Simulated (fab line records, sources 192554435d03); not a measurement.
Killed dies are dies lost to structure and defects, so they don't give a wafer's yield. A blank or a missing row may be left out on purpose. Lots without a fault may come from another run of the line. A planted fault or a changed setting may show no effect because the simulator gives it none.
fab line records | flow n5_finfet
record lots=7 wafers=39
route steps=1938 shown BEOL_M12@1637 PASSIVATION@1910
start_h: hours from the record's first day to the start of the lot's first wafer shown | wait_h: hours since the lot's step before | " the same as in the row above | L1.1+2: a row that stands for several wafers | - no value, or no start given | * or withheld: withheld | < > ~ a bound
route shown NAME@n: a module of which the file shows steps, and the number in the route of the first | usual: mean/standard deviation of fault-free wafers | same: alike in all rows | chamber/n: place in a boat | sites: the reading at each site | _std_site: their standard deviation | _edge_site: outer sites' mean less inner sites' | radius_mm: how far each site lies from the wafer's centre | mask NAME#n: copy n | behind: the tool/chamber that last shaped the wafer | hold: why the lot was held/for how many hours/how that ended | device: the transistor (n, p or np) that didn't switch | end of line: the same wafers' tests at the end of the route | a step without rows: its recipe alone | killed: dies lost to structure and defects at the first sort, not the wafer's yield | map: a wafer's dies, x killed, . not, _ none there
set.NAME: the setting as run; set.NAME@STEP: as run at that earlier step | model.NAME: the simulator's own value behind a step, which no gauge read
lots whose settings were changed on purpose; a table a step, a row a wafer
## steps
# step N5_BEOL_M12_ETCH_68
# recipe chemistry=N2/H2 target=SOC mask_material=SiARC source_w=3000 bias_w=350 temp_c=40 time_s=285 ion_energy_ev=200 pressure_mtorr=30 n2_flow_sccm=200 h2_flow_sccm=200
# columns lot.wafer tool chamber start_h wait_h set.target_depth_a model.SiARC_of_BEOL_M12_COAT_66.thk_nm
L077.1+3+4 rie_diel-02 1,0,3 279.08 0.1 5700 85.6
L077.2 " 2 " " 5700 85.2
L077.5 " 3 " " 5700 85.8
L077.6 " 0 " " 5700 86
L079.3 rie_diel-05 3 300.04 0.1 5700 85.8
L079.4 " 1 " " 5700 85.4
L079.5 " 2 " " 5700 84.8
L083.1 rie_diel-03 2 322.74 0.1 4743 89.8
L083.2 " 3 " " 4743 90
L083.3 " 0 " " 5700 85.6
L083.4 " 1 " " 4743 90.6
L083.5 " 2 " " 5700 85.8
L083.6 " 1 " " 5700 86.4
L086.1 rie_diel-03 3 328.24 0.1 6990 80.2
L086.2 " 1 " " 5700 86.4
L086.3 " 0 " " 6990 80
L086.4 " 2 " " 5700 85.6
L086.5 " 1 " " 5700 86.6
L086.6 " 0 " " 6990 80.4
L084.1 rie_diel-03 3 329.30 0.1 5700 86.4
L084.2+6 " 2,0 " " 5700 85.8
L084.3+5 " 1 " " 2655 99
L084.4 " 0 " " 2655 98.6
L092.1+3 rie_diel-05 2 372.81 0.1 5700 85.2
L092.2 " 0 " " 5700 86
L092.4 " 0 " " 5700 85.4
L092.5 " 0 " " 5700 85.8
L092.6 " 2 " " 5700 85
L095.1+4+5 rie_diel-02 3,3,2 386.82 0.1 2727 97.8
L095.2 " 2 " " 5700 85.2
L095.3+6 " 1 " " 5700 85
# step N5_PASSIVATION_ETCH_59
# recipe chemistry=Cl2/BCl3 target=TaN target_depth_a=650 time_s=34.9 ion_energy_ev=100 pressure_mtorr=10 icp_w=900 bias_w=100 Cl2_flow_sccm=60 bcl3_flow_sccm=30
# columns lot.wafer tool chamber start_h wait_h set.time_s model.etch.depth_nm
L077.1 rie_metal-03 1 308.40 0.3 34.9 65.11
L077.2 " 0 " " 42.59 81.25
L077.3 " 1 " " 42.59 79.98
L077.4 " 0 " " 34.9 66.72
L077.5 " 1 " " 42.59 80.12
L077.6 " 0 " " 34.9 66.32
L079.3 rie_metal-03 0 332.87 0.2 34.9 66.64
L079.4 " 1 " " 34.9 65.46
L079.5 " 1 " " 34.9 64.81
L083.1 rie_metal-02 0 357.48 0.3 28.82 54.5
L083.2 " 1 " " 28.82 54.47
L083.3 " 1 " " 34.9 65.09
L083.4 " 0 " " 34.9 65.67
L083.5 " 1 " " 28.82 54.07
L083.6 " 0 " " 34.9 65.55
L086.1 rie_metal-01 0 359.00 0.3 40.7 75.66
L086.2 " 1 " " 34.9 64.33
L086.3 " 0 " " 34.9 65.05
L086.4 " 1 " " 40.7 75.31
L086.5 " 0 " " 40.7 75.73
L086.6 " 1 " " 34.9 64.71
L084.1 rie_metal-01 1 364.90 0.3 34.9 64.82
L084.2 " 0 " " 47.69 89.38
L084.3 " 1 " " 34.9 65.01
L084.4 " 0 " " 47.69 89.21
L084.5 " 1 " " 47.69 88.15
L084.6 " 0 " " 34.9 65.82
L092.1 rie_metal-02 1 412.42 0.3 48.33 91.98
L092.2 " 0 " " 48.33 91.86
L092.3 " 1 " " 48.33 92.43
L092.4 " 0 " " 34.9 66.33
L092.5 " 1 " " 34.9 66.36
L092.6 " 0 " " 34.9 66.27
L095.1 rie_metal-03 1 419.39 0.3 34.9 65.1
L095.2 " 0 " " 23.77 44.85
L095.3 " 1 " " 23.77 44.04
L095.4 " 0 " " 23.77 45.13
L095.5 " 0 " " 34.9 65.38
L095.6 " 1 " " 34.9 64.57
## key
split step=N5_BEOL_M12_ETCH_68 setting=target_depth_a stated=5700 by=wafer
response step=N5_BEOL_M12_ETCH_68 reading=model.SiARC_of_BEOL_M12_COAT_66.thk_nm change=-0.245 per=1% r=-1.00
split step=N5_PASSIVATION_ETCH_59 setting=time_s stated=34.9 by=wafer
response step=N5_PASSIVATION_ETCH_59 reading=model.etch.depth_nm change=+0.652 per=1% r=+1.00
